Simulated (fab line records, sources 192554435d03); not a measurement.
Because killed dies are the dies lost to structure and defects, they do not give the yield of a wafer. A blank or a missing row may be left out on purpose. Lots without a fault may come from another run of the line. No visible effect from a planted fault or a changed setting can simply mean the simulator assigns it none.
Matching of chambers || flow n5Finfet || N5_SPACER0_ALD_07 on aldSin-03: 4 sister chambers
The step deposits SiNx, target thk 2 nm. 14 wafers are shown with their chamber, then 7 later ones without.

## WAFERS PAIRED WITH THEIR CHAMBERS
{"wafer": "L785.2", "chamber": 0, "heaterPowerW (W)": 915}
{"wafer": "L785.3", "chamber": 3, "heaterPowerW (W)": 836}
{"wafer": "L785.6", "chamber": 0, "heaterPowerW (W)": 917}
{"wafer": "L792.2", "chamber": 1, "heaterPowerW (W)": 683}
{"wafer": "L792.5", "chamber": 0, "heaterPowerW (W)": 925}
{"wafer": "L792.6", "chamber": 3, "heaterPowerW (W)": 812}
{"wafer": "L797.3", "chamber": 3, "heaterPowerW (W)": 862}
{"wafer": "L797.4", "chamber": 2, "heaterPowerW (W)": 856}
{"wafer": "L797.5", "chamber": 2, "heaterPowerW (W)": 860}
{"wafer": "L800.1", "chamber": 0, "heaterPowerW (W)": 922}
{"wafer": "L800.4", "chamber": 2, "heaterPowerW (W)": 884}
{"wafer": "L800.6", "chamber": 0, "heaterPowerW (W)": 916}
{"wafer": "L801.1", "chamber": 0, "heaterPowerW (W)": 945}
{"wafer": "L801.3", "chamber": 1, "heaterPowerW (W)": 676}

SIGNATURES (means of the wafers above)
{"reading": "heaterPowerW", "chamber 0": 923.33, "chamber 1": 679.50, "chamber 2": 866.67, "chamber 3": 836.67, "scatter within a chamber": 15.4}
Rule: a wafer lies at a distance from a chamber equal to the root of the sum of squares, over the readings, of (its reading less the chamber's mean, divided by the reading's scatter). If the next closest chamber is less than 2 further off than the closest, the wafer can't be placed; otherwise it belongs to the closest. The scatter: take each reading less its chamber's mean, square it, sum over the shown wafers, divide by the number of wafers less the number of chambers, and take the root.

## WAFERS WITH NO CHAMBER GIVEN
{"wafer": "L801.4", "heaterPowerW (W)": 840}
{"wafer": "L802.2", "heaterPowerW (W)": 900}
{"wafer": "L802.3", "heaterPowerW (W)": 845}
{"wafer": "L802.6", "heaterPowerW (W)": 950}
{"wafer": "L806.2", "heaterPowerW (W)": 923}
{"wafer": "L806.4", "heaterPowerW (W)": 854}
{"wafer": "L806.6", "heaterPowerW (W)": 672}

## WHICH CHAMBER EACH ONE RAN IN
{"wafer": "L801.4", "from the rows above": "can't be placed: 3 or 2", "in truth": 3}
{"wafer": "L802.2", "from the rows above": "can't be placed: 0 or 2", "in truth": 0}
{"wafer": "L802.3", "from the rows above": "can't be placed: 3 or 2", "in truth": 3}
{"wafer": "L802.6", "from the rows above": 0, "in truth": 0}
{"wafer": "L806.2", "from the rows above": 0, "in truth": 0}
{"wafer": "L806.4", "from the rows above": "can't be placed: 2 or 3", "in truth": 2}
{"wafer": "L806.6", "from the rows above": 1, "in truth": 1}
Correctly placed: 3 of 7. These rows do not allow placing 4 (true chamber among the candidates in 4). Number placed wrongly: 0.
